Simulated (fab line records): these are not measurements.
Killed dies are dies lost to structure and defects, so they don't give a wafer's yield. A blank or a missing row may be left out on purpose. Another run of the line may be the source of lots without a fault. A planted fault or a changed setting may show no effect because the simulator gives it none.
Which of the tools did it?    flow n5Finfet    72 wafers from 24 lots sampled at 4 of the route's 1938 steps

== WHAT EACH GAUGE READ, for each wafer ==
N5_ILD0_INSPECT_06: inspects for defects (darkfield).
lot   measured     on                rawDefectCount
L074  day 3 18:36  defectInspect-02  56 56 31
L075  day 4 01:48  defectInspect-01  27 10 32
L076  day 4 05:17  defectInspect-02  31 34 31
L077  day 4 12:46  defectInspect-01  41 18 45
L078  day 4 15:50  defectInspect-02  76 25 35
L079  day 4 21:45  defectInspect-01  33 53 37
L080  day 5 09:41  defectInspect-02  11 46 11
L081  day 5 11:57  defectInspect-02  35 29 28
L082  day 5 18:44  defectInspect-01  44 66 55
L084  day 6 03:12  defectInspect-01  33 15 35
L083  day 6 04:38  defectInspect-01  15 30 22
L085  day 6 14:04  defectInspect-02  51 29 35
L086  day 6 18:07  defectInspect-02  22 22 29
L087  day 6 22:29  defectInspect-01  30 29 39
L088  day 7 08:10  defectInspect-02  43 55 49
L089  day 7 10:59  defectInspect-02  27 28 36
L090  day 7 16:20  defectInspect-01  35 52 51
L091  day 7 22:34  defectInspect-02  15 13 20
L092  day 8 04:58  defectInspect-01  16 40 20
L093  day 8 14:59  defectInspect-02  47 37 48
L094  day 8 22:44  defectInspect-02  23 41 38
L095  day 9 00:22  defectInspect-02  14 30 38
L096  day 9 16:17  defectInspect-01  8 26 32
L097  day 9 18:55  defectInspect-02  69 69 73

N5_HKMG_FIN_OVL_MEAS_50.
lot   measured      on          NDIPOLE_OVL (nm)
L074  day 4 00:40   overlay-02  -0.3 -0.1 0.0
L075  day 4 07:52   overlay-01  0.5 0.7 0.5
L076  day 4 11:26   overlay-01  0.9 0.1 0.2
L077  day 4 18:55   overlay-01  0.9 0.9 -0.7
L078  day 4 22:34   overlay-01  0.6 0.6 0.8
L079  day 5 03:44   overlay-01  0.7 0.4 0.7
L080  day 5 15:50   overlay-01  1.9 1.1 0.4
L081  day 5 18:28   overlay-02  0.1 0.3 -0.8
L082  day 6 01:28   overlay-02  0.9 0.8 0.8
L084  day 6 09:31   overlay-01  0.7 0.2 0.9
L083  day 6 10:44   overlay-01  1.2 0.8 1.8
L085  day 6 20:15   overlay-01  0.7 1.1 1.7
L086  day 7 00:37   overlay-01  -0.6 0.6 0.1
L087  day 7 05:13   overlay-01  1.4 2.3 1.7
L088  day 7 14:37   overlay-01  0.0 -0.5 -0.7
L089  day 7 17:23   overlay-01  0.9 0.5 1.1
L090  day 7 22:35   overlay-02  1.3 1.5 1.1
L091  day 8 04:47   overlay-02  0.1 1.2 1.6
L092  day 8 11:16   overlay-02  -0.1 1.0 0.1
L093  day 8 20:44   overlay-01  1.4 1.2 1.6
L094  day 9 05:13   overlay-02  0.8 1.3 1.5
L095  day 9 06:34   overlay-02  1.5 2.0 0.7
L096  day 9 22:59   overlay-02  1.0 2.6 2.3
L097  day 10 01:27  overlay-02  0.8 0.0 1.0

== WHAT TOOL EACH LOT RAN ON (gives the tool, then ch and the chambers of the sampled wafers, and finally the start) ==
lot   N5_DUMMY_GATE_ETCH_42             N5_SD_ACTIVATION_LSA_01
L074  rieDiel-03 ch 1,2,3, day 3 01:33  laserAnneal-02 ch 0, day 3 11:09
L075  rieDiel-01 ch 1,3, day 3 09:25    laserAnneal-02 ch 0, day 3 19:01
L076  rieDiel-03 ch 1,2,3, day 3 11:31  laserAnneal-02 ch 0, day 3 21:25
L077  rieDiel-03 ch 0,1,2, day 3 18:41  laserAnneal-02 ch 0, day 4 05:21
L078  rieDiel-03 ch 1,2, day 3 22:56    laserAnneal-02 ch 0, day 4 09:03
L079  rieDiel-04 ch 0,1,3, day 4 04:41  laserAnneal-02 ch 0, day 4 14:35
L080  rieDiel-03 ch 2,3, day 4 15:58    laserAnneal-02 ch 0, day 5 02:56
L081  rieDiel-01 ch 0,1,3, day 4 17:48  laserAnneal-02 ch 0, day 5 05:10
L082  rieDiel-03 ch 0,2,3, day 5 01:45  laserAnneal-02 ch 0, day 5 11:38
L084  rieDiel-01 ch 1,2,3, day 5 10:24  laserAnneal-02 ch 0, day 5 20:26
L083  rieDiel-01 ch 1,2,3, day 5 11:06  laserAnneal-02 ch 0, day 5 21:28
L085  rieDiel-01 ch 2,3, day 5 21:13    laserAnneal-01 ch 0, day 6 07:05
L086  rieDiel-03 ch 1,2,3, day 6 00:15  laserAnneal-01 ch 0, day 6 11:20
L087  rieDiel-03 ch 0,3, day 6 05:38    laserAnneal-01 ch 0, day 6 15:35
L088  rieDiel-01 ch 1,2,3, day 6 13:47  laserAnneal-02 ch 0, day 7 01:25
L089  rieDiel-04 ch 1,3, day 6 17:19    laserAnneal-02 ch 0, day 7 04:11
L090  rieDiel-04 ch 0,1,2, day 6 21:59  laserAnneal-02 ch 0, day 7 09:08
L091  rieDiel-03 ch 0,3, day 7 04:59    laserAnneal-02 ch 0, day 7 15:23
L092  rieDiel-03 ch 0,1,3, day 7 10:45  laserAnneal-01 ch 0, day 7 21:51
L093  rieDiel-04 ch 1,2,3, day 7 20:10  laserAnneal-02 ch 0, day 8 08:07
L094  rieDiel-03 ch 0,3, day 8 04:30    laserAnneal-02 ch 0, day 8 15:15
L095  rieDiel-04 ch 1,3, day 8 05:44    laserAnneal-02 ch 0, day 8 17:07
L096  rieDiel-03 ch 0,1, day 8 20:19    laserAnneal-01 ch 0, day 9 09:32
L097  rieDiel-04 ch 0,1,2, day 8 23:52  laserAnneal-02 ch 0, day 9 12:07
- N5_DUMMY_GATE_ETCH_42: etches SiO2 in CHF3/O2, target depth 3.5 nm, time 31 s.
- N5_SD_ACTIVATION_LSA_01: time 0.0008 s.

== WHAT THE TOOLS THEMSELVES READ (means of the sampled wafers that have a number; where no wafer has one, the mark that the record gives instead) ==
N5_DUMMY_GATE_ETCH_42.
lot   tool        drypumpMotorCurrentA (A)  oesProductAu (a.u.)  rfVppV (V)  showerheadPlenumPTorr (Torr)  throttleValvePct (%)
L074  rieDiel-03  5.4                       0.93                 42.3        2.46                          18.83
L075  rieDiel-01  5.7                       0.76                 42.7        2.33                          18.67
L076  rieDiel-03  5.3                       0.92                 42.1        2.46                          18.84
L077  rieDiel-03  5.5                       0.85                 41.8        2.44                          18.87
L078  rieDiel-03  5.8                       0.92                 42.7        2.49                          18.74
L079  rieDiel-04  6.0                       0.77                 42.8        2.38                          18.74
L080  rieDiel-03  4.9                       0.90                 42.1        2.42                          18.94
L081  rieDiel-01  5.5                       0.93                 43.1        2.53                          18.53
L082  rieDiel-03  5.1                       0.83                 42.6        2.40                          18.98
L084  rieDiel-01  5.7                       0.85                 42.6        2.47                          18.63
L083  rieDiel-01  5.7                       0.85                 42.9        2.47                          18.63
L085  rieDiel-01  5.5                       0.84                 44.3        2.44                          18.77
L086  rieDiel-03  5.3                       0.89                 43.0        2.45                          18.86
L087  rieDiel-03  5.1                       0.77                 42.1        2.31                          19.01
L088  rieDiel-01  5.6                       0.83                 43.3        2.46                          18.64
L089  rieDiel-04  6.0                       0.81                 42.6        2.33                          18.56
L090  rieDiel-04  5.7                       0.74                 42.2        2.43                          18.82
L091  rieDiel-03  4.9                       0.82                 42.6        2.33                          18.97
L092  rieDiel-03  5.3                       0.82                 42.4        2.37                          18.89
L093  rieDiel-04  6.0                       0.75                 42.3        2.37                          18.79
L094  rieDiel-03  5.1                       0.76                 41.5        2.31                          19.03
L095  rieDiel-04  6.2                       0.75                 41.9        2.31                          18.73
L096  rieDiel-03  5.7                       0.82                 42.5        2.40                          18.82
L097  rieDiel-04  5.8                       0.73                 42.9        2.43                          18.83

N5_SD_ACTIVATION_LSA_01.
lot   tool            wafer_temp_C_max
L074  laserAnneal-02  1085.2
L075  laserAnneal-02  1084.2
L076  laserAnneal-02  1083.5
L077  laserAnneal-02  1085.2
L078  laserAnneal-02  1084.0
L079  laserAnneal-02  1085.0
L080  laserAnneal-02  1085.5
L081  laserAnneal-02  1084.0
L082  laserAnneal-02  1084.8
L084  laserAnneal-02  1083.8
L083  laserAnneal-02  1084.7
L085  laserAnneal-01  1084.7
L086  laserAnneal-01  1084.5
L087  laserAnneal-01  1086.1
L088  laserAnneal-02  1083.8
L089  laserAnneal-02  1085.1
L090  laserAnneal-02  1084.2
L091  laserAnneal-02  1085.3
L092  laserAnneal-01  1085.9
L093  laserAnneal-02  1083.8
L094  laserAnneal-02  1084.3
L095  laserAnneal-02  1084.9
L096  laserAnneal-01  1085.0
L097  laserAnneal-02  1083.8

== THE ANSWER, worked out from the rows above alone ==
Rule: what is usual is taken from the lots themselves. The widest of any qualifying gaps counts: lots, ordered by their means at a reading, are off when they make up no more than a third of the lots, leave a main group of 4 or more, and stand apart from it by 3 or more times the standard deviation of that group's means. A main group whose means are all the same, to the digits that the tables above print for the reading, isn't used. Also off: a lot with no number at a reading for which 4 or more lots have one. All remaining lots with rows at the step are treated as sound. After the gauges, taken in route order, come the tools' own readings; for these a lot's mean is taken, as printed above. At the first step where some lot is off, the reading lying furthest off is the one used; lots without a number count as furthest.
No lot is off on any of the readings shown, so nothing can be concluded from this.

== WHAT HAD BEEN PUT IN BY THE SIMULATOR ==
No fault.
